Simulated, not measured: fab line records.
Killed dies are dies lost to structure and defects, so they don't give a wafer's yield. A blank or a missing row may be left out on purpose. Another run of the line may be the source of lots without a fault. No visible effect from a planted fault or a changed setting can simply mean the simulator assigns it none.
Matching of chambers ; flow n5-finfet ; pecvd-04 running N5_BEOL_M6_PECVD_70: 3 sister chambers
The step deposits SiO2 from TEOS/O2, target thk 20 nm, time 22.7 s. 6 wafers are shown with their chamber, then 11 later ones without.

## WAFERS WITH THEIR CHAMBER
wafer;chamber;throttle-valve-pct (%);showerhead-plenum-p-Torr (Torr)
L080.6;1;23.1;8.83
L082.4;2;22.0;8.76
L085.1;1;23.3;8.84
L085.2;0;22.4;8.83
L085.3;2;21.9;8.76
L092.2;0;22.4;8.86

## WAFERS WITHOUT THEIR CHAMBER
wafer;throttle-valve-pct (%);showerhead-plenum-p-Torr (Torr)
L092.5;23.1;8.84
L092.6;22.1;8.77
L094.1;22.5;8.81
L094.2;22.0;8.76
L094.3;23.1;8.82
L097.1;23.3;8.82
L097.3;22.4;8.85
L097.6;23.1;8.84
L096.4;22.3;8.77
L096.5;22.8;8.83
L096.6;23.3;8.86

## WHICH CHAMBER EACH ONE RAN IN
wafer;from the rows above;in truth
L092.5;1;1
L092.6;2;2
L094.1;0;0
L094.2;2;2
L094.3;1;1
L097.1;1;1
L097.3;0;0
L097.6;1;1
L096.4;2;2
L096.5;can't be placed: 1 or 0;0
L096.6;1;1
Correctly placed: 10 of 11. Unplaceable from these rows: 1, with the true chamber sitting among the candidates in 1. Number placed wrongly: 0.
How it was worked out, from the rows above alone: a wafer's distance from a chamber is the root of the sum, over the readings, of the square of ((its reading less the chamber's mean) divided by the reading's scatter). The wafer belongs to the nearest chamber; if the next one is less than 2 further off, it can't be placed. The mean given for a chamber averages the wafers shown for that chamber. The scatter: take each reading less its chamber's mean, square it, sum over the shown wafers, divide by the number of wafers less the number of chambers, and take the root.
